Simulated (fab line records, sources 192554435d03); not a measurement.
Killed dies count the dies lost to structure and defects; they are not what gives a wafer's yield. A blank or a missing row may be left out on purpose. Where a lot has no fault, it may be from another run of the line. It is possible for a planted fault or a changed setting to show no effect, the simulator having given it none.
Chamber matching | flow n5Finfet | N5_FIN_SAQP_PECVD_06 on pecvd-04 has 3 sister chambers
The step deposits a-Si from SiH4/He, target thk 60 nm, time 48.1 s. 6 wafers are shown with their chamber, then 8 later ones without.

WAFERS WITH THEIR CHAMBER
wafer  | chamber | throttleValvePct (%) | showerheadPlenumPTorr (Torr)
L086.4 | 0       | 19.9                 | 5.73
L088.3 | 2       | 17.7                 | 5.70
L090.2 | 2       | 18.2                 | 5.70
L090.3 | 1       | 18.8                 | 5.63
L090.5 | 1       | 19.3                 | 5.62
L093.1 | 0       | 19.9                 | 5.73

WAFERS WITH NO CHAMBER GIVEN
wafer  | throttleValvePct (%) | showerheadPlenumPTorr (Torr)
L093.4 | 19.1                 | 5.64
L093.6 | 17.9                 | 5.69
L096.2 | 18.2                 | 5.70
L096.3 | 19.7                 | 5.72
L096.5 | 19.8                 | 5.71
L097.2 | 17.7                 | 5.71
L097.4 | 19.9                 | 5.73
L097.5 | 19.0                 | 5.63

THE CHAMBER EACH PASSED THROUGH
wafer  | from the rows above     | in truth
L093.4 | 1                       | 1
L093.6 | 2                       | 2
L096.2 | 2                       | 2
L096.3 | 0                       | 0
L096.5 | can't be placed: 0 or 2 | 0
L097.2 | 2                       | 2
L097.4 | 0                       | 0
L097.5 | 1                       | 1
Correct placement for 7 of the 8. Not placeable from these rows: 1 (in 1, the candidates include the true chamber). Number placed wrongly: 0.
How it was worked out, from the rows above alone: a wafer's distance from a chamber is the root of the sum, over the readings, of the square of ((its reading less the chamber's mean) divided by the reading's scatter). If the next closest chamber is less than 2 further off than the closest, the wafer can't be placed; otherwise it belongs to the closest. Each chamber's mean is taken over the wafers shown for it. How the scatter is found: for the shown wafers, subtract from each reading the mean of its chamber, square and add these, divide the total by (wafers less chambers), then take the root.
